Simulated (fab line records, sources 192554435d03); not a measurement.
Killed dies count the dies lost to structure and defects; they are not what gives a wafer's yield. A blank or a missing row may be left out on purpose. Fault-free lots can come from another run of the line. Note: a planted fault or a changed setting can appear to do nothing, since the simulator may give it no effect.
Struck lot and sound lot, side by side / flow n5 finfet / 16 steps out of a route of 1938
Sound: the wafers L738.2, L738.3, L738.5. Struck: wafer L753.3 (left out: L753.2, L753.6 of the same lot, which were not struck); the cause appears at the end.
For every step that has rows: the tool of each side, followed by ch and its chambers, followed by its first start. Under that, the readings that differ: sound wafers / struck wafers / difference of the means / sigmas: that difference in standard deviations of wafers without a fault.
alike: words and numbers the same on both sides, and readings whose means are apart by under 2 such deviations; not compared: readings that were withheld, readings missing a value for some wafer, numbers with overlapping values and no deviation given by the record, and bounds like >300 which may hide the same value.
A row with sigmas, a row that says differs or no value, or rows on one side alone: a step with any of these is where the two part. Non-overlapping numbers with no deviation appear without sigmas and do not part them. A reading missing from all wafers of one side parts the sides only when that side holds two or more wafers.

first, 3 steps without rows for these wafers: N5_FIN_SAQP_STRIP_23 (strips in SPM, time 750 s); N5_FIN_SAQP_SRD_66 (time 30 s); N5_FIN_SAQP_RECESS_75 (chemistry HF/NH3, target SiO2, target depth 14.4 nm, afs cycles 3, sublimation time 60 s).
N5_FIN_SAQP_SPACER1_ALD_24: deposits SiO2, target thk 20.3 nm, pulse time 1 s, purge time 2 s.
  sound on ald sin-04 ch 1,2,3, day 2 07:12; struck on ald sin-04 ch 3, day 6 00:31
  alike: heater power w, precursor pulse height rel
N5_FIN_SAQP_SPACER1_ETCHBACK_25: etches SiO2 in CHF3/O2, target depth 24.4 nm, time 12.2 s.
  sound on rie diel-06 ch 1,2, day 2 08:21; struck on rie diel-05 ch 3, day 6 01:18
reading=rf vpp V (V); sound=509 537 538; struck=507; difference=-21; sigmas=-2
  alike: drypump motor current A, oes product au, showerhead plenum p Torr, throttle valve pct
  not compared: rf hours counter h
then, 1 step without rows for these wafers: N5_FIN_SAQP_MANDREL1_REMOVE_56 (chemistry HBr/Cl2/O2, target a-Si, stops on SiNx, bt time 10 s).
N5_FIN_SAQP_CD_MEAS_27: the cd target is 20 nm.
  sound on cd sem-02 ch 0, day 2 08:33; struck on cd sem-03 ch 0, day 6 01:30
  alike: cd nm
N5_FIN_SAQP_ETCH_57: etches SiNx in CH3F/O2, target depth 32.5 nm, time 46.4 s.
  sound on rie diel-05 ch 0,3, day 2 08:36; struck on rie diel-05 ch 2, day 6 01:33
reading=throttle valve pct (%); sound=16.36 16.54 16.57; struck=15.97; difference=-0.52; sigmas=-3
  alike: drypump motor current A, etch rf on time s, oes product au, rf fwd power W, rf vpp V, showerhead plenum p Torr
  not compared: rf hours counter h
N5_FIN_SAQP_ETCH_65: etches SiO2 in CF4, target depth 4 nm, time 4.4 s.
  sound on rie si-06 ch 1,2,3, day 2 08:42; struck on rie si-06 ch 0, day 6 01:40
  alike: cf4 flow sccm, drypump motor current A, oes product au, rf fwd power W, throttle valve pct
  not compared: rf hours counter h
then, 1 step without rows for these wafers: N5_FIN_SAQP_MANDREL_ETCH_58 (etches a-Si in HBr/Cl2, stops on SiNx, target depth 45 nm, bt time 10 s, time 27 s).
N5_FIN_SAQP_RECESS_63: chemistry HF/NH3, target SiO2, target depth 18 nm, afs cycles 3, sublimation time 60 s.
  sound on vapor etch-02 ch 0,1, day 2 08:49; struck on vapor etch-02 ch 0, day 6 01:46
  alike: drypump motor current A
then, 1 step without rows for these wafers: N5_FIN_SAQP_COAT_68 (time 60 s, resist thk 100 nm).
N5_FIN_SAQP_ETCH_69: etches SOC in N2/H2, stops on SiNx, target depth 150 nm.
  sound on rie diel-05 ch 0,1, day 2 09:18; struck on rie diel-06 ch 0, day 6 02:13
reading=rf fwd power W (W); sound=844 841 838; struck=1355; difference=+514; sigmas=+99 or more
reading=rf vpp V (V); sound=243.2 237.9 240.2; struck=202.6; difference=-37.8; sigmas=-25
reading=throttle valve pct (%); sound=17.92 18.10 18.06; struck=17.60; difference=-0.43; sigmas=-2
  alike: drypump motor current A, oes product au, showerhead plenum p Torr
  not compared: rf hours counter h, model.SOC_of_FIN_SAQP_COAT_68.thk nm
then, 1 step without rows for these wafers: N5_FIN_SAQP_ETCH_67 (etches SiNx in CH3F/O2, target depth 30 nm).
-- record jumps: 6 days separate the struck wafers' starts on either side; left off in module FIN_SAQP, taken up again in module BEOL_M4, whose first shown step is the route's number 1111 --
N5_BEOL_M4_RC_MEAS_101:
  sound on prober-02 ch 0, day 8 01:31; struck on prober-01 ch 0, day 12 01:40
reading=DIBL_N (mV/V); sound=35.1 37.1 37.4; struck=33.0; difference=-3.5; sigmas=-2
reading=DIBL_P (mV/V); sound=36.2 37.8 38.8; struck=32.7; difference=-4.9; sigmas=-3
reading=IOFF_P (nA/um); sound=0.21 0.22 0.25; struck=0.15; difference=-0.08; sigmas=-2
reading=VT_P (mV); sound=-249 -247 -247; struck=-255; difference=-7; sigmas=-2
  alike: IOFF_N, ION_N, ION_P, SS_N, SS_P, VT_N
-- here the record skips 5 days between the struck wafers' starts before and after, leaving off in module BEOL_M4 and picking up in module PASSIVATION (first step shown: number 1936 of the route) --
N5_PASSIVATION_PROBE_49:
  struck on prober-01, day 16 13:47; sound on prober-01, day 12 05:56
  alike: defect limited yield, killed_at_M0_to_M3, killed_at_M4_up, killed at contacts, killed at front end, killed at other, killed dies, killed open, killed short, sort_bin_5_function, sort_bin_6_memory, sort n pass, sort yield pct

WHERE THEY PART
At N5_FIN_SAQP_SPACER1_ETCHBACK_25 first; at N5_BEOL_M4_RC_MEAS_101 last (within this record only). Later steps at which nothing parts them and some readings are alike: N5_PASSIVATION_PROBE_49.

WHY: the cause the simulator had injected
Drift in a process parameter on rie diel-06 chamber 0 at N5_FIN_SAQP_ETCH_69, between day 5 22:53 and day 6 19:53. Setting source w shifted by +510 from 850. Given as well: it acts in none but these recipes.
